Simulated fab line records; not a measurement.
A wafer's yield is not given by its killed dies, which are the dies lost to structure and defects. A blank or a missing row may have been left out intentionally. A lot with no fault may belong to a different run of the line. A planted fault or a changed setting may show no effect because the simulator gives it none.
Chamber matching    flow n5-finfet    4 sister chambers for N5_DUMMY_GATE_STRIP_48 on rie-diel-05
The step strips in N2/H2, time 20 s. 18 wafers are shown with their chamber, then 9 later ones without.

WAFERS WITH THEIR CHAMBER
wafer   chamber  drypump-motor-current-A (A)  throttle-valve-pct (%)  oes-product-au (a.u.)
L074.4  3        6.1                          12.20                   0.81
L074.5  1        6.5                          12.42                   0.69
L074.6  2        4.9                          11.79                   0.97
L076.1  2        4.9                          11.78                   0.93
L076.2  0        5.6                          12.28                   0.73
L076.5  3        6.1                          12.22                   0.81
L078.2  3        6.1                          12.23                   0.81
L078.4  1        6.5                          12.44                   0.68
L078.5  2        4.8                          11.81                   0.93
L080.1  1        6.5                          12.49                   0.68
L080.3  2        4.8                          11.81                   0.92
L080.6  0        5.6                          12.31                   0.72
L082.2  3        6.1                          12.26                   0.80
L082.3  1        6.5                          12.46                   0.68
L082.5  2        4.8                          11.81                   0.91
L085.1  1        6.5                          12.47                   0.67
L085.2  2        4.9                          11.83                   0.90
L085.6  1        6.5                          12.49                   0.67

SIGNATURES (averages over the wafers above)
reading                  chamber 0  chamber 1  chamber 2  chamber 3  scatter within a chamber
drypump-motor-current-A  5.600      6.500      4.850      6.100      0.0327
throttle-valve-pct       12.2950    12.4617    11.8050    12.2275    0.0235
oes-product-au           0.7250     0.6783     0.9267     0.8075     0.0154
Rule: a wafer's distance from a chamber is the root of the sum, over the readings, of the square of ((its reading less the chamber's mean) divided by the reading's scatter). If the next closest chamber is less than 2 further off than the closest, the wafer can't be placed; otherwise it belongs to the closest. The scatter: the root of (the sum of the squares of (reading less its chamber's mean) over the shown wafers, divided by (wafers less chambers)).

WAFERS WITHOUT THEIR CHAMBER
wafer   drypump-motor-current-A (A)  throttle-valve-pct (%)  oes-product-au (a.u.)
L088.1  4.9                          11.85                   0.89
L088.2  6.5                          12.49                   0.67
L088.5  6.5                          12.48                   0.67
L092.2  4.8                          11.87                   0.87
L092.5  5.6                          12.34                   0.71
L092.6  4.9                          11.85                   0.87
L093.1  6.1                          12.30                   0.78
L093.4  6.1                          12.30                   0.78
L093.5  5.6                          12.35                   0.71

WHICH CHAMBER EACH ONE RAN IN
wafer   from the rows above  in truth
L088.1  2                    2
L088.2  1                    1
L088.5  1                    1
L092.2  2                    2
L092.5  0                    0
L092.6  2                    2
L093.1  3                    3
L093.4  3                    3
L093.5  0                    0
9 of 9 placed correctly. Not placeable from these rows: 0. 0 placed wrongly.
